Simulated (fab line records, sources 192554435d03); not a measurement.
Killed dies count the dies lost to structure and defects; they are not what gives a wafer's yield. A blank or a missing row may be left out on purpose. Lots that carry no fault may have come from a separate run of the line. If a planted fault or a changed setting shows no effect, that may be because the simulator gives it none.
Chamber matching ; flow n5_finfet ; rie_diel-05 running N5_MOL_CONTACT_COAG_VIA_ETCH_117: 4 sister chambers
The step etches SiO2 in C4F6/O2, target depth 40 nm, overetch 8 nm, time 26 s. 4 wafers are shown with their chamber, then 10 later ones without.

== EACH WAFER AND ITS CHAMBER ==
wafer;chamber;rf_vpp_V (V)
L081.2;1;1534
L083.3;3;1637
L084.2;2;1616
L084.4;0;1593

== WAFERS MISSING THEIR CHAMBER ==
wafer;rf_vpp_V (V)
L084.5;1616
L091.1;1636
L091.2;1614
L091.4;1534
L096.2;1637
L096.3;1593
L096.4;1614
L097.1;1636
L097.2;1593
L097.4;1613

== WHICH CHAMBER EACH ONE RAN IN ==
wafer;from the rows above;in truth
L084.5;2;2
L091.1;3;3
L091.2;2;2
L091.4;1;1
L096.2;3;3
L096.3;0;0
L096.4;2;2
L097.1;3;3
L097.2;0;0
L097.4;2;2
10 of 10 placed correctly. Not placeable from these rows: 0. Wrongly placed: 0.
How it was worked out, from the rows above alone: a wafer's distance from a chamber is the root of the sum, over the readings, of the square of ((its reading less the chamber's mean) divided by the reading's scatter). If the next closest chamber is less than 2 further off than the closest, the wafer can't be placed; otherwise it belongs to the closest. Each chamber's mean is taken over the wafers shown for it. The scatter (one wafer shown for each chamber): square how far every hidden wafer sits from the nearest shown wafer, average those squares and take the square root.
